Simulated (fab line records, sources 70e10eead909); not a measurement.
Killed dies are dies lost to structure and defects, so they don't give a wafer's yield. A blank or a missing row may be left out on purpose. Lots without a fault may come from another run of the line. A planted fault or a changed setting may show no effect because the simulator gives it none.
Which tool did it? | flow nand_harc | 13 lots, 39 wafers sampled, at 6 steps of a route of 1159

WHAT THE GAUGES READ, wafer by wafer
NHARC_P_GATE_CD_MEAS_46: target cd 720 nm.
lot  | measured     | on        | cd_nm (nm)
L879 | day 5 09:32  | cd_sem-01 | 720.7 721.2 719.1
L880 | day 5 21:34  | cd_sem-02 | 719.5 720.1 719.5
L882 | day 6 07:52  | cd_sem-02 | 718.2 716.6 715.9
L883 | day 6 08:17  | cd_sem-03 | 717.8 720.5 719.1
L884 | day 7 00:34  | cd_sem-03 | 720.8 719.5 721.8
L887 | day 7 16:11  | cd_sem-03 | 720.6 721.6 719.6
L890 | day 8 11:10  | cd_sem-03 | 718.6 720.6 718.7
L897 | day 10 00:34 | cd_sem-02 | 718.7 720.6 721.4
L896 | day 10 00:46 | cd_sem-02 | 718.1 717.1 718.2
L899 | day 10 06:49 | cd_sem-03 | 720.5 720.9 720.4
L898 | day 10 07:51 | cd_sem-02 | 716.2 718.3 716.6
L900 | day 10 16:41 | cd_sem-02 | 720.0 720.5 720.1
L901 | day 10 16:59 | cd_sem-02 | 721.6 719.6 720.7

NHARC_P_GATE_CD_MEAS_59: target cd 720 nm.
lot  | measured     | on        | cd_nm (nm)
L879 | day 5 11:23  | cd_sem-02 | 718.5 718.1 719.6
L880 | day 5 23:20  | cd_sem-02 | 719.5 722.1 720.4
L882 | day 6 09:38  | cd_sem-02 | 720.4 719.1 721.8
L883 | day 6 10:10  | cd_sem-02 | 721.8 720.2 719.7
L884 | day 7 02:20  | cd_sem-01 | 718.2 719.7 719.7
L887 | day 7 17:59  | cd_sem-02 | 720.6 719.7 719.4
L890 | day 8 13:02  | cd_sem-01 | 719.4 719.1 717.5
L897 | day 10 02:11 | cd_sem-03 | 720.5 722.6 719.6
L896 | day 10 02:42 | cd_sem-03 | 720.7 720.8 721.5
L899 | day 10 08:36 | cd_sem-02 | 722.5 721.7 721.9
L898 | day 10 09:29 | cd_sem-02 | 719.9 720.7 721.9
L900 | day 10 18:28 | cd_sem-03 | 721.6 718.5 718.1
L901 | day 10 18:46 | cd_sem-03 | 719.1 720.3 719.8

NHARC_P_GATE_CD_MEAS_91: target cd 2000 nm.
lot  | measured     | on        | cd_nm (nm)
L879 | day 5 13:04  | cd_sem-01 | 1999.7 2001.2 2000.6
L880 | day 6 01:05  | cd_sem-01 | 2000.5 1999.3 1999.1
L882 | day 6 11:16  | cd_sem-03 | 2000.7 1996.4 1999.9
L883 | day 6 11:55  | cd_sem-02 | 1999.4 1999.6 1998.9
L884 | day 7 04:04  | cd_sem-03 | 2000.3 1999.2 1999.2
L887 | day 7 19:46  | cd_sem-02 | - - -
L890 | day 8 14:37  | cd_sem-02 | 1999.5 1999.6 1999.2
L897 | day 10 03:58 | cd_sem-02 | 2001.4 1998.9 1998.4
L896 | day 10 04:24 | cd_sem-03 | 2000.6 2001.8 2000.7
L899 | day 10 10:11 | cd_sem-02 | 1997.9 1996.7 2000.4
L898 | day 10 11:24 | cd_sem-03 | 1999.3 2000.0 2002.0
L900 | day 10 20:10 | cd_sem-03 | 2000.9 1998.4 2001.2
L901 | day 10 20:29 | cd_sem-03 | 2000.1 2000.7 1999.0

NHARC_END_SORT_01.
lot  | measured     | on        | killed_at_array | killed_at_other | killed_at_periphery | killed_dies | killed_open | killed_short
L879 | day 19 21:26 | prober-01 | 17 14 28        | 1 2 0           | 8 7 8               | 26 23 36    | 5 4 5       | 2 3 3
L880 | day 20 06:02 | prober-01 | 35 29 48        | 0 0 0           | 2 3 1               | 37 32 49    | 2 4 3       | 0 2 2
L882 | day 19 21:23 | prober-02 | 39 30 30        | 0 0 0           | 2 1 1               | 41 31 31    | 3 3 1       | 3 1 3
L883 | day 19 13:35 | prober-01 | 11 16 7         | 0 0 0           | 5 2 3               | 16 18 10    | 3 3 1       | 2 2 4
L884 | day 20 17:20 | prober-02 | 22 17 15        | 1 0 2           | 6 5 3               | 29 22 20    | 3 7 2       | 2 1 2
L887 | day 21 23:18 | prober-01 | 34 40 32        | 0 1 0           | 643 636 645         | 677 677 677 | 4 2 4       | 2 1 0
L890 | day 22 05:32 | prober-02 | 20 16 15        | 2 0 0           | 4 1 4               | 26 17 19    | 9 0 3       | 1 1 2
L897 | day 24 05:10 | prober-02 | 15 9 23         | 0 0 1           | 5 2 7               | 20 11 31    | 2 2 5       | 1 1 6
L896 | day 24 12:55 | prober-02 | 29 27 33        | 0 0 0           | 5 10 5              | 34 37 38    | 1 2 6       | 2 2 3
L899 | day 24 07:20 | prober-01 | 53 64 48        | 0 0 0           | 4 1 1               | 57 65 49    | 3 1 2       | 4 1 1
L898 | day 24 00:21 | prober-01 | 42 36 26        | 0 0 1           | 7 3 4               | 49 39 31    | 6 4 6       | 3 0 1
L900 | day 25 07:42 | prober-01 | 41 31 31        | 3 2 1           | 4 6 4               | 48 39 36    | 4 5 4       | 1 0 0
L901 | day 24 23:37 | prober-02 | 26 22 20        | 0 0 2           | 2 0 3               | 28 22 25    | 5 1 7       | 0 2 2

WHICH TOOL RAN EACH LOT (tool, then ch and the chambers of the sampled wafers, then the start)
lot  | NHARC_P_GATE_EXPOSE_88            | NHARC_P_GATE_RTA_82
L879 | krf_scanner-01 ch 0, day 5 12:55  | rtp_anneal-02 ch 0, day 5 15:56
L880 | krf_scanner-01 ch 0, day 6 00:56  | rtp_anneal-02 ch 0, day 6 04:00
L882 | krf_scanner-01 ch 0, day 6 11:06  | rtp_anneal-02 ch 0, day 6 14:16
L883 | krf_scanner-01 ch 0, day 6 11:46  | rtp_anneal-02 ch 0, day 6 14:47
L884 | krf_scanner-04 ch 0, day 7 03:54  | rtp_anneal-02 ch 0, day 7 07:04
L887 | krf_scanner-04 ch 0, day 7 19:37  | rtp_anneal-01 ch 0, day 7 22:45
L890 | krf_scanner-01 ch 0, day 8 14:28  | rtp_anneal-02 ch 0, day 8 18:02
L897 | krf_scanner-04 ch 0, day 10 03:48 | rtp_anneal-01 ch 0, day 10 08:01
L896 | krf_scanner-03 ch 0, day 10 04:14 | rtp_anneal-02 ch 0, day 10 08:07
L899 | krf_scanner-03 ch 0, day 10 10:02 | rtp_anneal-01 ch 0, day 10 13:22
L898 | krf_scanner-03 ch 0, day 10 11:14 | rtp_anneal-01 ch 0, day 10 14:46
L900 | krf_scanner-01 ch 0, day 10 20:01 | rtp_anneal-02 ch 0, day 10 23:07
L901 | krf_scanner-03 ch 0, day 10 20:20 | rtp_anneal-01 ch 0, day 10 23:25
- NHARC_P_GATE_EXPOSE_88: exposes mask P HVN, target cd 2000 nm.
- NHARC_P_GATE_RTA_82: time 30 s.

WHAT THE TOOLS THEMSELVES READ (means of the sampled wafers that have a number; where no wafer has one, the mark that the record gives instead)
NHARC_P_GATE_EXPOSE_88.
lot  | tool           | stage_vel_mm_s (mm/s)
L879 | krf_scanner-01 | 499.82
L880 | krf_scanner-01 | 500.12
L882 | krf_scanner-01 | 500.09
L883 | krf_scanner-01 | 500.10
L884 | krf_scanner-04 | 500.22
L887 | krf_scanner-04 | 500.23
L890 | krf_scanner-01 | 500.06
L897 | krf_scanner-04 | 499.85
L896 | krf_scanner-03 | 500.20
L899 | krf_scanner-03 | 500.06
L898 | krf_scanner-03 | 500.59
L900 | krf_scanner-01 | 499.79
L901 | krf_scanner-03 | 499.58

NHARC_P_GATE_RTA_82.
lot  | tool          | lamp_power_pct (%) | wafer_temp_C_max
L879 | rtp_anneal-02 | 4.0                | 454.0
L880 | rtp_anneal-02 | 4.0                | 453.5
L882 | rtp_anneal-02 | 4.0                | 453.3
L883 | rtp_anneal-02 | 4.0                | 453.1
L884 | rtp_anneal-02 | 4.0                | 454.1
L887 | rtp_anneal-01 | 3.3                | 453.4
L890 | rtp_anneal-02 | 4.0                | 452.7
L897 | rtp_anneal-01 | 3.3                | 452.9
L896 | rtp_anneal-02 | 4.0                | 453.9
L899 | rtp_anneal-01 | 3.3                | 453.4
L898 | rtp_anneal-01 | 3.3                | 452.2
L900 | rtp_anneal-02 | 4.0                | 454.0
L901 | rtp_anneal-01 | 3.3                | 452.4

THE ANSWER, worked out from the rows above alone
Rule: what is usual is taken from the lots themselves. Put in order of their means at a reading, lots are off if they are a third of the lots or fewer, leave a main group of 4 or more, and stand apart from it by a gap of 3 or more times the standard deviation of the main group's means; of several such gaps the widest counts. A main group whose means are all the same, to the digits that the tables above print for the reading, isn't used. A lot without any number at a reading at which 4 lots or more have one is off too. The other lots that the step has rows for count as sound. The gauges are gone through in route order, then the tools' own readings, and for those a lot's mean is taken as printed above. The first step at which some lot is off is used, and at that step the reading that is off furthest; a lot without a number counts as furthest.
Off: L887, at NHARC_P_GATE_CD_MEAS_91 (cd_nm). Without a number there: L887. The main group: mean 1999.7 nm, standard deviation 0.7.
A tool fits if, at a process step before that reading, it ran every lot that is off, and no sound lot after the first of them. The gauges at NHARC_P_GATE_CD_MEAS_91 aren't tried: what is off there is off at NHARC_END_SORT_01 too, on other tools, and a gauge's error can't cause that. None of those tried fits.

WHAT THE SIMULATOR HAD PUT IN
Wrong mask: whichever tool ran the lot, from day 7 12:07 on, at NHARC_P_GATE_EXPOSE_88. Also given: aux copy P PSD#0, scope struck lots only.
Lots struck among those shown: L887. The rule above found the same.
